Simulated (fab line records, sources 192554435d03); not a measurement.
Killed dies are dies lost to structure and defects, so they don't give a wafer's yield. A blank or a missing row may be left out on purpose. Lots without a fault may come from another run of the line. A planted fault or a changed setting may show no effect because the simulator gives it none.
fab line records | flow n5_finfet | part 1 of 2: steps 1 to 28 of 42
record lots=5 wafers=15 last_day=20
route steps=1938 shown SD_EPI_P@316 SD_ACTIVATION@330 ILD0@335 SDB@347
lots that met no fault: from a run of the same line without faults
start_h: hours from the record's first day to the start of the lot's first wafer shown | wait_h: hours since the lot's step before | " the same as in the row above | L1.1+2: a row that stands for several wafers | - no value, or no start given | * or withheld: withheld | < > ~ a bound
route shown NAME@n: a module of which the file shows steps, and the number in the route of the first | usual: mean/standard deviation of fault-free wafers | same: alike in all rows | chamber/n: place in a boat | sites: the reading at each site | _std_site: their standard deviation | _edge_site: outer sites' mean less inner sites' | radius_mm: how far each site lies from the wafer's centre | mask NAME#n: copy n | behind: the tool/chamber that last shaped the wafer | hold: why the lot was held/for how many hours/how that ended | device: the transistor (n, p or np) that didn't switch | end of line: the same wafers' tests at the end of the route | a step without rows: its recipe alone | killed: dies lost to structure and defects at the first sort, not the wafer's yield | map: a wafer's dies, x killed, . not, _ none there
set.NAME: the setting as run; set.NAME@STEP: as run at that earlier step | model.NAME: the simulator's own value behind a step, which no gauge read
lots at some steps of the route; a table a step, a row a wafer
services: from which hour (start_h, from the record's first day; less than 0 if before it) a tool's chamber was out of use, for how many hours, and why
## steps
# step N5_SD_EPI_P_STRIP_40
# recipe chemistry=N2/H2 power_w=1000 temp_c=250 h2_frac=0.65 overash_fraction=0.3 pressure_mtorr=withheld n2_flow_sccm=1750 h2_flow_sccm=3250
# usual drypump_motor_current_A=5.75/0.099 heater_power_w=344/22 n2_flow_sccm=1749/5.6 oes_product_au=0.762/0.011
# columns lot.wafer tool chamber start_h wait_h drypump_motor_current_A heater_power_w n2_flow_sccm oes_product_au rf_hours_counter_h
L075.1 plasma_asher-02 0 63.00 0.0 5.93 339 1745 0.774 87
L075.4 " 1 " " 5.71 294 1747 0.745 -
L075.5 " 0 " " 5.94 350 1758 0.767 -
L086.1 plasma_asher-02 1 126.67 0.0 5.71 305 1754 0.752 101
L086.5 " 1 " " 5.71 299 1757 0.748 -
L086.6 " 0 " " 5.95 353 1748 0.768 -
L087.2 plasma_asher-01 1 132.08 0.0 5.75 344 1746 0.751 45
L087.3 " 1 " " 5.71 336 1738 0.751 -
L087.5 " 0 " " 5.67 370 1743 0.757 -
L093.1 plasma_asher-01 1 169.23 0.0 5.75 341 1742 0.746 56
L093.2 " 0 " " 5.68 376 1741 0.755 56
L093.6 " 0 " " 5.68 363 1750 0.759 -
L096.1 plasma_asher-01 1 198.94 8.6 5.72 347 1742 0.758 61
L096.4 " 1 " " 5.73 336 1741 0.775 -
L096.5 " 1 " " 5.77 340 1750 0.745 -
# step N5_SD_EPI_P_PRECLEAN_52
# recipe chemistry=O3/DIW time_s=60 temp_c=22 o3_ppm=10
# columns lot.wafer tool chamber start_h wait_h
L075.1+4+5 wet_bench-06 4,6,2 63.09 -
L086.1+5+6 wet_bench-02 4,5,3 126.76 -
L087.2+3+5 wet_bench-01 2,7,0 132.16 -
L093.1+2+6 wet_bench-02 2,3,6 169.32 -
L096.1+4+5 wet_bench-02 2,6,7 199.03 -
# step N5_SD_EPI_P_SRD_20
# recipe dry=ipa_marangoni do_ppb=5 time_s=30 temp_c=23 rinse_liquid=diw
# columns lot.wafer tool chamber start_h wait_h
L075.1+4+5 wet_bench-06 4,6,2 63.11 0.0
L086.1+5+6 wet_bench-02 4,5,3 126.78 0.0
L087.2+3+5 wet_bench-01 2,7,0 132.20 0.0
L093.1+2+6 wet_bench-02 2,3,6 169.34 0.0
L096.1+4+5 wet_bench-02 2,6,7 199.05 0.0
# step N5_SD_EPI_P_PRECLEAN_51
# recipe chemistry=NF3:NH3 afs_cycles=1 temp_c=30 time_s=20 sublimation_temp_c=180 sublimation_time_s=60 pressure_torr=3 rf_power_w=30
# columns lot.wafer tool chamber start_h wait_h
L075.1+4+5 epi_rpcvd-01 0 63.16 0.0
L086.1+5+6 epi_rpcvd-01 0 126.83 0.0
L087.2+3+5 epi_rpcvd-01 0 132.31 0.1
L093.1+2+6 epi_rpcvd-04 0 169.38 0.0
L096.1+4+5 epi_rpcvd-01 0 199.10 0.0
# step N5_SD_EPI_P_VAPOR_ETCH_44
# recipe chemistry=NF3/Ar target=SiGe30 temp_c=25 time_s=3.3 mode=isotropic
# columns lot.wafer tool chamber start_h wait_h
L075.1+4+5 epi_rpcvd-01 0 63.34 0.1
L086.1+5+6 epi_rpcvd-01 0 127.07 0.2
L087.2+3+5 epi_rpcvd-01 0 132.55 0.2
L093.1+2+6 epi_rpcvd-04 0 169.56 0.1
L096.1+4+5 epi_rpcvd-01 0 199.28 0.1
# step N5_SD_EPI_P_EPI_21
# recipe material=SiGe:B dopant=B temp_c=550 pressure_torr=20 ambient=H2 time_s=355
# columns lot.wafer tool chamber start_h wait_h
L075.1+4+5 epi_rpcvd-01 0 63.52 0.1
L086.1+5+6 epi_rpcvd-01 0 127.31 0.2
L087.2+3+5 epi_rpcvd-01 0 133.23 0.6
L093.1+2+6 epi_rpcvd-04 0 169.74 0.1
L096.1+4+5 epi_rpcvd-01 0 199.46 0.1
# step N5_SD_EPI_P_EPI_MEAS_23
# recipe mode=xrd
# usual thk_nm=61.0/1.3
# columns lot.wafer tool chamber start_h wait_h thk_nm
L075.1 film_metro-01 - 65.71 1.8 60.2
L075.4 " - " " 59.7
L075.5 " - " " 60.0
L086.1 film_metro-01 - 130.22 2.4 61.6
L086.5 " - " " 61.4
L086.6 " - " " 60.6
L087.2 film_metro-01 - 135.66 2.0 62.3
L087.3 " - " " 60.9
L087.5 " - " " 58.7
L093.1 film_metro-02 - 171.94 1.8 60.8
L093.2 " - " " 60.6
L093.6 " - " " 60.0
L096.1 film_metro-01 - 201.66 1.8 62.3
L096.4 " - " " 62.1
L096.5 " - " " 61.3
# step N5_SD_EPI_P_HM_STRIP_48
# recipe chemistry=H3PO4 temp_c=160 material=SiNx target=SiNx target_depth_a=30 overetch_fraction=0.3
# columns lot.wafer tool chamber start_h wait_h
L075.1+4+5 wet_bench-01 3,6,4 65.75 0.0
L086.1+5+6 wet_bench-02 1,7,3 130.26 0.0
L087.2+3+5 wet_bench-02 6,3,1 135.70 0.0
L093.1+2+6 wet_bench-01 1,2,0 171.98 0.0
L096.1+4+5 wet_bench-02 0,3,2 201.69 0.0
# step N5_SD_EPI_P_SRD_49
# recipe dry=ipa_marangoni time_s=30 temp_c=23 rinse_liquid=diw
# columns lot.wafer tool chamber start_h wait_h
L075.1+4+5 wet_bench-01 3,6,4 65.80 0.0
L086.1+5+6 wet_bench-02 1,7,3 130.31 0.0
L087.2+3+5 wet_bench-02 6,3,1 135.75 0.0
L093.1+2+6 wet_bench-01 1,2,0 172.03 0.0
L096.1+4+5 wet_bench-02 0,3,2 201.74 0.0
# step N5_SD_EPI_P_PRECLEAN_24
# recipe chemistry=O3/DIW time_s=45 temp_c=22 o3_ppm=10
# columns lot.wafer tool chamber start_h wait_h
L075.1+4+5 wet_bench-01 3,6,4 65.82 0.0
L086.1+5+6 wet_bench-02 1,7,3 130.33 0.0
L087.2+3+5 wet_bench-02 6,3,1 135.77 0.0
L093.1+2+6 wet_bench-01 1,2,0 172.05 0.0
L096.1+4+5 wet_bench-02 0,3,2 201.76 0.0
# step N5_SD_EPI_P_PRECLEAN_32
# recipe chemistry=dHF time_s=10 dilution=500:1 temp_c=25
# columns lot.wafer tool chamber start_h wait_h
L075.1+4+5 wet_bench-01 3,6,4 65.83 0.0
L086.1+5+6 wet_bench-02 1,7,3 130.34 0.0
L087.2+3+5 wet_bench-02 6,3,1 135.78 0.0
L093.1+2+6 wet_bench-01 1,2,0 172.06 0.0
L096.1+4+5 wet_bench-02 0,3,2 201.78 0.0
# step N5_SD_EPI_P_PRECLEAN_33
# recipe chemistry=SC2 time_s=45 temp_c=35 mix=1:1:50
# columns lot.wafer tool chamber start_h wait_h
L075.1+4+5 wet_bench-01 3,6,4 65.84 0.0
L086.1+5+6 wet_bench-02 1,7,3 130.34 0.0
L087.2+3+5 wet_bench-02 6,3,1 135.78 0.0
L093.1+2+6 wet_bench-01 1,2,0 172.06 0.0
L096.1+4+5 wet_bench-02 0,3,2 201.78 0.0
# step N5_SD_EPI_P_SRD_25
# recipe time_s=30 temp_c=23 rinse_liquid=diw dry=ipa_marangoni
# columns lot.wafer tool chamber start_h wait_h
L075.1+4+5 wet_bench-01 3,6,4 65.85 0.0
L086.1+5+6 wet_bench-02 1,7,3 130.36 0.0
L087.2+3+5 wet_bench-02 6,3,1 135.80 0.0
L093.1+2+6 wet_bench-01 1,2,0 172.08 0.0
L096.1+4+5 wet_bench-02 0,3,2 201.79 0.0
# step N5_SD_EPI_P_INSPECT_26
# recipe inspect_instrument=darkfield mode=post_epi
# usual raw_defect_count=157/32
# columns lot.wafer tool chamber start_h wait_h raw_defect_count
L075.1 defect_inspect-01 - 65.89 0.0 109
L075.4 " - " " 115
L075.5 " - " " 119
L086.1 defect_inspect-01 - 130.40 0.0 191
L086.5 " - " " 117
L086.6 " - " " 142
L087.2 defect_inspect-01 - 135.84 0.0 162
L087.3 " - " " 143
L087.5 " - " " 95
L093.1 defect_inspect-02 - 172.12 0.0 131
L093.2 " - " " 164
L093.6 " - " " 146
L096.1 defect_inspect-01 - 201.83 0.0 253
L096.4 " - " " 208
L096.5 " - " " 191
# step N5_SD_ACTIVATION_RTA_00
# recipe temp_c=975 time_s=0 ambient=N2 idle_temp_c=600 ramp_up_c_per_s=150 ramp_down_c_per_s=60 cool_to_c=600
# usual lamp_power_pct=8.96/0.054 lamp_zone_5_pct=8.954/0.028 wafer_temp_C_max=975.2/1.9
# columns lot.wafer tool chamber start_h wait_h lamp_power_pct lamp_zone_5_pct wafer_temp_C_max
L075.1 rtp_anneal-02 0 66.06 0.2 8.97 8.935 977.2
L075.4 " 0 " " 8.95 8.968 975.0
L075.5 " 0 " " 8.94 9.013 976.0
L086.1 rtp_anneal-02 0 130.42 0.0 8.92 8.984 977.4
L086.5 " 0 " " 8.99 8.938 977.3
L086.6 " 0 " " 8.87 8.915 975.4
L087.2 rtp_anneal-02 0 135.89 0.1 8.98 8.928 976.4
L087.3 " 0 " " 8.96 8.947 973.7
L087.5 " 0 " " 8.91 8.932 975.3
L093.1 rtp_anneal-01 0 172.14 0.0 8.95 8.919 973.2
L093.2 " 0 " " 8.93 8.966 968.3
L093.6 " 0 " " 8.97 8.975 974.9
L096.1 rtp_anneal-01 0 201.86 0.0 8.97 8.981 976.3
L096.4 " 0 " " 9.05 8.975 978.1
L096.5 " 0 " " 9.00 8.980 974.6
# step N5_SD_ACTIVATION_LSA_01
# recipe temp_c=1080 time_s=0.0008 ambient=N2
# usual wafer_temp_C_max=1086.7/2.5
# columns lot.wafer tool chamber start_h wait_h wafer_temp_C_max
L075.1 laser_anneal-02 0 66.27 0.2 1086.1
L075.4 " 0 " " 1082.4
L075.5 " 0 " " 1084.0
L086.1 laser_anneal-01 0 130.62 0.2 1090.0
L086.5 " 0 " " 1089.4
L086.6 " 0 " " 1088.7
L087.2 laser_anneal-02 0 136.10 0.2 1085.7
L087.3 " 0 " " 1086.0
L087.5 " 0 " " 1086.0
L093.1 laser_anneal-02 0 172.35 0.2 1087.5
L093.2 " 0 " " 1084.2
L093.6 " 0 " " 1083.4
L096.1 laser_anneal-01 0 202.06 0.2 1089.6
L096.4 " 0 " " 1089.5
L096.5 " 0 " " 1089.7
# step N5_SD_ACTIVATION_RS_MEAS_03
# recipe thk_meas_gauge=four-point-probe
# usual RS_SD_N=21.8/0.31 RS_SD_P=56.1/0.83
# columns lot.wafer tool chamber start_h wait_h RS_SD_N[ohm/sq] RS_SD_P[ohm/sq]
L075.1 film_metro-02 - 66.47 0.2 21.6 55.7
L075.4 " - " " 21.6 55.5
L075.5 " - " " 21.7 55.2
L086.1 film_metro-02 - 130.83 0.2 21.7 56.5
L086.5 " - " " 21.4 56.1
L086.6 " - " " 21.7 56.4
L087.2 film_metro-01 - 136.29 0.2 21.6 55.4
L087.3 " - " " 21.8 55.7
L087.5 " - " " 21.5 56.1
L093.1 film_metro-02 - 172.55 0.2 21.6 55.7
L093.2 " - " " 22.1 55.4
L093.6 " - " " 21.8 56.2
L096.1 film_metro-02 - 202.26 0.2 22.0 54.3
L096.4 " - " " 22.1 54.0
L096.5 " - " " 22.2 55.1
# step N5_SD_ACTIVATION_INSPECT_02
# recipe inspect_instrument=darkfield mode=post_anneal
# usual raw_defect_count=157/31
# columns lot.wafer tool chamber start_h wait_h raw_defect_count
L075.1 defect_inspect-01 - 66.80 0.2 122
L075.4 " - " " 116
L075.5 " - " " 118
L086.1 defect_inspect-02 - 131.15 0.2 172
L086.5 " - " " 113
L086.6 " - " " 146
L087.2 defect_inspect-02 - 136.59 0.1 152
L087.3 " - " " 135
L087.5 " - " " 96
L093.1 defect_inspect-02 - 172.87 0.2 135
L093.2 " - " " 147
L093.6 " - " " 150
L096.1 defect_inspect-02 - 202.58 0.2 244
L096.4 " - " " 197
L096.5 " - " " 158
# step N5_ILD0_LINER_00
# recipe material=SiNx target_thk_a=40 temp_c=400 ald_precursor_family=SiH2I2 ald_co_reactant=N2/H2-plasma pulse_time_s=1 purge_time_s=2 co_reactant_purge_time_s=2 ald_cycles=80 pressure_torr=2
# usual heater_power_w=821/78 precursor_pulse_height_rel=1.001/0.02
# same pulse_time_s=1
# columns lot.wafer tool chamber start_h wait_h heater_power_w precursor_pulse_height_rel
L075.1 ald_sin-04 3 66.84 0.0 809 0.994
L075.4 " 0 " " 858 1.011
L075.5 " 1 " " 751 0.979
L086.1 ald_sin-04 2 131.19 0.0 1008 1.006
L086.5 " 0 " " 859 1.004
L086.6 " 1 " " 739 1.025
L087.2 ald_sin-01 1 136.79 0.2 901 0.954
L087.3 " 0 " " 768 1.012
L087.5 " 0 " " 779 0.998
L093.1 ald_sin-01 0 172.92 0.0 759 0.987
L093.2 " 1 " " 919 0.996
L093.6 " 1 " " 909 0.997
L096.1 ald_sin-03 3 202.62 0.0 766 1.014
L096.4 " 2 " " 780 0.983
L096.5 " 3 " " 775 1.005
# step N5_ILD0_FCVD_FILL_01
# recipe material=SiO2_flowable target_thk_a=2000 temp_c=100 pressure_torr=0.8 rf_w=2000 time_s=328.3
# columns lot.wafer tool chamber start_h wait_h
L075.1+4+5 fcvd-02 1,0,0 67.26 0.2
L086.1+5+6 fcvd-01 0,0,1 131.60 0.2
L087.2+3+5 fcvd-01 1,0,1 137.20 0.2
L093.1+2+6 fcvd-02 0,1,0 173.33 0.2
L096.1+4+5 fcvd-01 1,0,1 203.03 0.2
# step N5_ILD0_CURE_02
# recipe temp_c=450 time_s=1800 ambient=steam idle_temp_c=400 ramp_up_c_per_min=5 ramp_down_c_per_min=3 densification_p_h2o_torr=640
# usual tube_center_temp_C=449.99/0.044
# columns lot.wafer tool chamber start_h wait_h tube_center_temp_C
L075.1 furnace-02 0 67.65 0.3 449.91
L075.4 " 0 " " 449.92
L075.5 " 0 " " 449.99
L086.1 furnace-02 0 131.99 0.3 449.93
L086.5 " 0 " " 450.01
L086.6 " 0 " " 449.98
L087.2 furnace-01 0 137.60 0.3 449.94
L087.3 " 0 " " 449.93
L087.5 " 0 " " 449.98
L093.1 furnace-02 0 173.73 0.3 449.93
L093.2 " 0 " " 449.98
L093.6 " 0 " " 449.94
L096.1 furnace-01 0 203.43 0.3 449.97
L096.4 " 0 " " 450.01
L096.5 " 0 " " 450
# step N5_ILD0_CMP_03
# recipe stop_on=SiNx t_overpolish_s=1.9 post_cmp_clean=alkaline_brush down_force_psi=4.1491 platen_rpm=51.796 pad_velocity_m_s=1.0306 target_thk_nm=197.38
# usual motor_current_A=11.9/1.2 overpolish_run_s=1.900/0.0097 time_to_endpoint_s=71/3.2
# columns lot.wafer tool chamber start_h wait_h motor_current_A overpolish_run_s time_to_endpoint_s
L075.1 cmp-02 0 69.25 0.1 11.6 1.907 75
L075.4 " 2 " " 11.6 1.895 76
L075.5 " 0 " " 11.9 1.900 72
L086.1 cmp-02 2 133.59 0.1 11.3 1.892 70
L086.5 " 1 " " 13.1 1.891 67
L086.6 " 2 " " 12.1 1.892 68
L087.3 cmp-02 2 139.20 0.1 11.6 1.901 67
L087.2 " 3 " " 11.3 1.883 69
L087.5 " 2 " " 12.2 1.905 68
L093.2 cmp-04 0 175.36 0.1 13.3 1.908 67
L093.1 " 1 " " 10.8 1.896 69
L093.6 " 3 " " 13.0 1.908 65
L096.1 cmp-02 2 204.98 0.0 10.9 1.891 70
L096.4 " 3 " " 10.8 1.903 69
L096.5 " 2 " " 11.5 1.912 70
# step N5_ILD0_THK_MEAS_04
# usual thk_nm=197.4/0.98
# columns lot.wafer tool chamber start_h wait_h thk_nm
L075.1 film_metro-01 - 69.55 - 196.7
L075.4 " - " " 197.6
L075.5 " - " " 197.4
L086.1 film_metro-01 - 133.85 - 199.2
L086.5 " - " " 197.5
L086.6 " - " " 199.8
L087.2 film_metro-01 - 139.46 - 196.0
L087.3 " - " " 196.7
L087.5 " - " " 198.0
L093.1 film_metro-02 - 175.58 - 197.0
L093.2 " - " " 198.0
L093.6 " - " " 198.3
L096.1 film_metro-01 - 205.28 - 195.8
L096.4 " - " " 195.7
L096.5 " - " " 197.5
# step N5_ILD0_CMP_07
# recipe stop_on=poly-Si material=SiO2_flowable t_overpolish_s=1.18 post_cmp_clean=alkaline_brush down_force_psi=4.1491 platen_rpm=51.796 pad_velocity_m_s=1.0306 target_thk_nm=138.88
# usual motor_current_A=11.6/1.4
# columns lot.wafer tool chamber start_h wait_h motor_current_A
L075.1 cmp-04 2 69.58 0.0 12.4
L075.4 " 3 " " 12.7
L075.5 " 2 " " 12.8
L086.1 cmp-01 3 133.91 0.1 9.6
L086.5 " 2 " " 12.2
L086.6 " 3 " " 9.5
L087.3 cmp-01 1 139.52 0.1 13.1
L087.2 " 2 " " 11.4
L087.5 " 1 " " 12.5
L093.1 cmp-01 2 175.68 0.1 11.6
L093.2 " 3 " " 10.4
L093.6 " 0 " " 9.7
L096.1 cmp-04 1 205.31 0.0 10.7
L096.4 " 2 " " 12.7
L096.5 " 1 " " 10.7
# step N5_ILD0_THK_MEAS_08
# usual thk_nm=139.1/0.91
# columns lot.wafer tool chamber start_h wait_h thk_nm
L075.1 film_metro-01 - 69.87 - 140.1
L075.4 " - " " 138.4
L075.5 " - " " 138.5
L086.1 film_metro-01 - 134.17 - 139.8
L086.5 " - " " 140.4
L086.6 " - " " 139.3
L087.2 film_metro-01 - 139.78 - 135.9
L087.3 " - " " 138.5
L087.5 " - " " 138.2
L093.1 film_metro-02 - 175.90 - 139.1
L093.2 " - " " 139.7
L093.6 " - " " 138.2
L096.1 film_metro-01 - 205.60 - 138.1
L096.4 " - " " 138.6
L096.5 " - " " 139.4
# step N5_ILD0_PRECLEAN_10
# recipe chemistry=NF3:NH3 afs_cycles=5 time_s=20 temp_c=30 sublimation_temp_c=180 sublimation_time_s=60 pressure_torr=3 rf_power_w=30
# columns lot.wafer tool chamber start_h wait_h
L075.1+4+5 remote_plasma-02 0 69.91 0.0
L086.1+5+6 remote_plasma-02 0 134.21 0.0
L087.2+3+5 remote_plasma-02 1 139.93 0.1
L093.1+2+6 remote_plasma-01 1 175.94 0.0
L096.1+4+5 remote_plasma-01 0 205.64 0.0
# step N5_ILD0_ALD_15
# recipe material=SiNx target_thk_a=240 temp_c=400 ald_precursor_family=SiH2I2 ald_co_reactant=N2/H2-plasma pulse_time_s=1 ald_cycles=480 purge_time_s=2 co_reactant_purge_time_s=2 pressure_torr=2
# usual heater_power_w=818/88 precursor_pulse_height_rel=1.001/0.02
# same pulse_time_s=1
# columns lot.wafer tool chamber start_h wait_h heater_power_w precursor_pulse_height_rel
L075.1 ald_sin-01 3 70.59 0.6 849 1.008
L075.4 " 0 " " 768 0.996
L075.5 " 2 71.68 1.2 740 1.011
L086.1 ald_sin-04 3 134.89 0.6 793 0.982
L086.5 " 2 135.98 1.2 1032 0.986
L086.6 " 3 " " 796 1.006
L087.2 ald_sin-01 2 140.50 0.5 745 0.986
L087.3 " 0 " " 806 0.992
L087.5 " 1 141.59 1.2 907 0.986
L093.1 ald_sin-04 2 176.65 0.6 1016 1.013
L093.2 " 3 " " 808 1.013
L093.6 " 2 177.74 1.1 1003 1.044
L096.1 ald_sin-03 0 206.32 0.6 718 1.029
L096.4 " 2 " " 776 1.005
L096.5 " 3 207.41 1.2 770 0.993
# step N5_ILD0_CMP_12
# recipe stop_on=poly-Si material=SiNx t_overpolish_s=6 post_cmp_clean=alkaline_brush down_force_psi=2.5 platen_rpm=51.8 pad_velocity_m_s=1.0307 target_thk_nm=17.67
# usual motor_current_A=8.7/0.96 overpolish_run_s=6.000/0.01 time_to_endpoint_s=29.0/2.3
# columns lot.wafer tool chamber start_h wait_h motor_current_A overpolish_run_s time_to_endpoint_s
L075.4 cmp-02 0 72.87 1.2 8.5 5.998 28.3
L075.1 " 1 " " 9.8 6.005 30.4
L075.5 " 2 " " 9.0 5.998 32.3
L086.1 cmp-02 3 137.13 1.2 7.9 6.000 29.4
L086.6 " 2 " " 8.5 5.999 29.2
L086.5 " 3 " " 8.5 6.004 29.6
L087.3 cmp-04 1 142.75 1.2 7.9 6.011 26.7
L087.2 " 3 " " 9.0 6.010 30.7
L087.5 " 1 " " 7.9 5.984 27.8
L093.2 cmp-04 2 178.85 1.1 9.5 6.006 29.3
L093.1 " 0 " " 9.8 5.989 26.0
L093.6 " 3 " " 9.4 6.010 29.4
L096.1 cmp-02 1 208.60 1.2 9.5 6.019 28.4
L096.4 " 2 " " 9.0 6.011 28.9
L096.5 " 0 " " 8.4 5.982 27.5
